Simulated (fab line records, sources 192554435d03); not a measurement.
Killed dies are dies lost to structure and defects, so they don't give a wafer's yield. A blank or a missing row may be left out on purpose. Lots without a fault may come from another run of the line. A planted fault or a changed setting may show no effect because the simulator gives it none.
A struck lot beside a sound one | flow n5_finfet | 20 steps out of a route of 1938
Sound: wafers L872.2, L872.3, L872.4. Struck: wafers L881.2, L881.6. (L881.4 of the same lot was not struck and is left out.) The cause comes at the end.
At each step with rows: each side's tool, then ch and its chambers, then its first start. Under that, the readings that differ: sound wafers | struck wafers | difference of the means | sigmas: that difference in standard deviations of wafers without a fault.
alike: readings whose means differ by less than 2 such deviations, and words and numbers that are the same on both sides. not compared: withheld readings, readings that some wafer has no value for, bounds like >300 that may hide the same value, and numbers for which the record gives no deviation and whose values overlap.
The two part at a step that has a row with sigmas, a row that says differs or no value, or rows on one side only. Numbers that don't overlap but have no deviation are shown without sigmas and don't part them. A reading that every wafer of one side lacks parts them only if that side has two wafers or more.

first, 8 steps without rows for these wafers: N5_BEOL_M15_COAT_60 (time 60 s, resist thk 89 nm); N5_BEOL_M15_COAT_22 (resist thk 800 nm); N5_BEOL_M15_EBR_24; N5_BEOL_M15_SOFTBAKE_23 (time 60 s); N5_BEOL_M15_EXPOSE_25 (exposes mask M15, target cd 400 nm); N5_BEOL_M15_PEB_26 (peb time 90 s); N5_BEOL_M15_DEVELOP_27 (develop time 45 s); N5_BEOL_M15_HARDBAKE_32 (time 120 s).
N5_BEOL_M15_CD_MEAS_28: target cd 407.6 nm.
  sound on cd_sem-01 ch 0, day 13 04:19; struck on cd_sem-02 ch 0, day 16 19:38
  alike: cd_nm
N5_BEOL_M15_OVL_MEAS_29:
  sound on overlay-02 ch 0, day 13 04:21; struck on overlay-02 ch 0, day 16 19:40
  alike: M15_OVL
N5_BEOL_M15_INSPECT_30: inspects for defects (macro).
  sound on defect_inspect-02, day 13 04:22; struck on defect_inspect-02, day 16 19:41
  alike: raw_defect_count
N5_BEOL_M15_DESCUM_33: chemistry O2, time 7.9 s.
  sound on rie_diel-06 ch 0,2,3, day 13 04:25; struck on rie_diel-06 ch 0,3, day 16 19:59
  reading          | sound             | struck      | difference | sigmas
  bias_power_w (W) | 20.07 19.92 19.99 | 19.86 19.86 | -0.13      | -2
  alike: drypump_motor_current_A, oes_product_au, rf_vpp_V, showerhead_plenum_p_Torr, throttle_valve_pct
  not compared: rf_hours_counter_h
N5_BEOL_M15_ETCH_61: etches BARC in N2/H2, target depth 89 nm, overetch 26.7 nm, time 67.9 s.
  sound on rie_diel-06 ch 0,2,3, day 13 04:26; struck on rie_diel-06 ch 0,3, day 16 20:01
  reading                                    | sound             | struck      | difference | sigmas
  model.coat_of_BEOL_M15_COAT_22.thk_nm (nm) | 719.4 718.8 718.2 | 698.8 702.6 | -18.1      |
  model.BEOL_M15.cd_nm (nm)                  | 403 401.4 403.8   | 404.6 408   | +3.6       |
  alike: drypump_motor_current_A, oes_product_au, rf_vpp_V, showerhead_plenum_p_Torr, throttle_valve_pct
  not compared: rf_hours_counter_h
N5_BEOL_M15_TRENCH_ETCH_34: etches SiO2 in C4F8/O2/Ar, target depth 872.93 nm, time 199 s.
  sound on rie_diel-06 ch 0,2,3, day 13 04:29; struck on rie_diel-06 ch 0,3, day 16 20:04
  reading                                    | sound           | struck    | difference | sigmas
  model.coat_of_BEOL_M15_COAT_22.thk_nm (nm) | 552 548.4 550.2 | 522.8 532 | -22.8      |
  alike: drypump_motor_current_A, oes_product_au, rf_vpp_V, showerhead_plenum_p_Torr, throttle_valve_pct
  not compared: rf_hours_counter_h
N5_BEOL_M15_STRIP_36: strips in O2.
  sound on rie_diel-05 ch 0,2,3, day 13 07:35; struck on rie_diel-05 ch 1,2, day 17 01:22
  alike: drypump_motor_current_A, oes_product_au, rf_vpp_V, showerhead_plenum_p_Torr, throttle_valve_pct
  not compared: rf_hours_counter_h
N5_BEOL_M15_STRIP_62: strips in O2.
  sound on rie_diel-05 ch 0,2,3; struck on rie_diel-05 ch 1,2
  alike: drypump_motor_current_A, oes_product_au, rf_vpp_V, showerhead_plenum_p_Torr, throttle_valve_pct
  not compared: rf_hours_counter_h
N5_BEOL_M15_STRIP_37: strips in O2.
  sound on rie_diel-05 ch 0,2,3; struck on rie_diel-05 ch 1,2
  alike: drypump_motor_current_A, oes_product_au, rf_vpp_V, showerhead_plenum_p_Torr, throttle_valve_pct
  not compared: rf_hours_counter_h
N5_BEOL_M15_ETCH_38: etches SiCN in CF4/N2, target depth 106.4 nm, time 120.5 s.
  sound on rie_diel-05 ch 0,2,3; struck on rie_diel-05 ch 1,2
  alike: drypump_motor_current_A, oes_product_au, rf_vpp_V, showerhead_plenum_p_Torr, throttle_valve_pct
  not compared: rf_hours_counter_h, model.BEOL_M15.cd_nm
then, 1 step without rows for these wafers: N5_BEOL_M15_PRECLEAN_39 (cleans in residue remover, time 60 s).
N5_PASSIVATION_PROBE_49:
  sound on prober-02, day 14 02:41; struck on prober-01, day 17 17:20
  reading             | sound    | struck | difference | sigmas
  killed_at_M0_to_M3  | 30 30 37 | 69 48  | +26        | +2
  killed_at_front_end | 53 51 83 | 40 31  | -27        | -2
  alike: defect_limited_yield, killed_at_M4_up, killed_at_contacts, killed_at_other, killed_dies, killed_open, killed_short, sort_bin_5_function, sort_bin_6_memory, sort_bin_8_speed, sort_n_pass, sort_yield_pct

WHERE THEY PART
First at N5_BEOL_M15_DESCUM_33; last, within this record, at N5_PASSIVATION_PROBE_49.

WHY: what the simulator had put in
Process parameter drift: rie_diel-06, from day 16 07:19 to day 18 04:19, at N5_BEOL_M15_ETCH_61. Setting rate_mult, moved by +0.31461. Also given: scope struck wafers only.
